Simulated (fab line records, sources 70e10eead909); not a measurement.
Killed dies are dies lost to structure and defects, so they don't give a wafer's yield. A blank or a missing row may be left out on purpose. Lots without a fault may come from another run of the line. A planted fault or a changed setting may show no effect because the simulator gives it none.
Which tool did it? | flow nand_harc | 12 lots, 36 wafers sampled, at 2 steps of a route of 1302

WHAT THE GAUGES READ, wafer by wafer
NHARC_A_ONON_D2_THK_MEAS_11: measures by ellipsometry.
lot  | measured     | on            | thk_nm (nm)
L075 | day 12 19:23 | film_metro-01 | 1006 1007 1007
L077 | day 14 01:38 | film_metro-01 | 1008 1005 1006
L079 | day 14 20:20 | film_metro-01 | 1008 1008 1006
L081 | day 14 20:20 | film_metro-02 | 1025 1025 1024
L084 | day 16 17:54 | film_metro-01 | 989 988 989
L085 | day 16 20:50 | film_metro-01 | 1011 1011 1008
L088 | day 18 08:03 | film_metro-02 | 1007 1006 1006
L090 | day 19 05:58 | film_metro-02 | 1010 1010 1009
L091 | day 19 18:43 | film_metro-01 | 992 990 991
L093 | day 20 13:02 | film_metro-02 | 998 997 1000
L095 | day 21 09:04 | film_metro-02 | 1028 1030 1027
L096 | day 21 22:15 | film_metro-02 | 1009 1008 1010

WHICH TOOL RAN EACH LOT (tool, then ch and the chambers of the sampled wafers, then the start)
lot  | NHARC_A_CHANNEL_FILL_D1_CMP_10
L075 | cmp-01 ch 0,1,2, day 11 04:34
L077 | cmp-04 ch 0,3, day 12 09:37
L079 | cmp-04 ch 1,2,3, day 13 03:51
L081 | cmp-01 ch 1,2,3, day 13 06:35
L084 | cmp-04 ch 0,2,3, day 14 22:23
L085 | cmp-04 ch 0,2, day 15 07:02
L088 | cmp-03 ch 0,1,3, day 16 19:04
L090 | cmp-03 ch 1,2,3, day 17 14:44
L091 | cmp-03 ch 0,2, day 18 04:53
L093 | cmp-03 ch 0,1,3, day 19 01:01
L095 | cmp-01 ch 0,1,2, day 19 16:07
L096 | cmp-01 ch 0,3, day 20 02:32
- NHARC_A_CHANNEL_FILL_D1_CMP_10: polishes, target thk 150 nm.

THE ANSWER, worked out from the rows above alone
Rule: what is usual is taken from the lots themselves. Put in order of their means at a reading, lots are off if they are a third of the lots or fewer, leave a main group of 4 or more, and stand apart from it by a gap of 3 or more times the standard deviation of the main group's means; of several such gaps the widest counts. A main group whose means are all the same, to the digits that the tables above print for the reading, isn't used. A lot without any number at a reading at which 4 lots or more have one is off too. The other lots that the step has rows for count as sound.
No lot is off at any reading shown: from this, nothing can be told.

WHAT THE SIMULATOR HAD PUT IN
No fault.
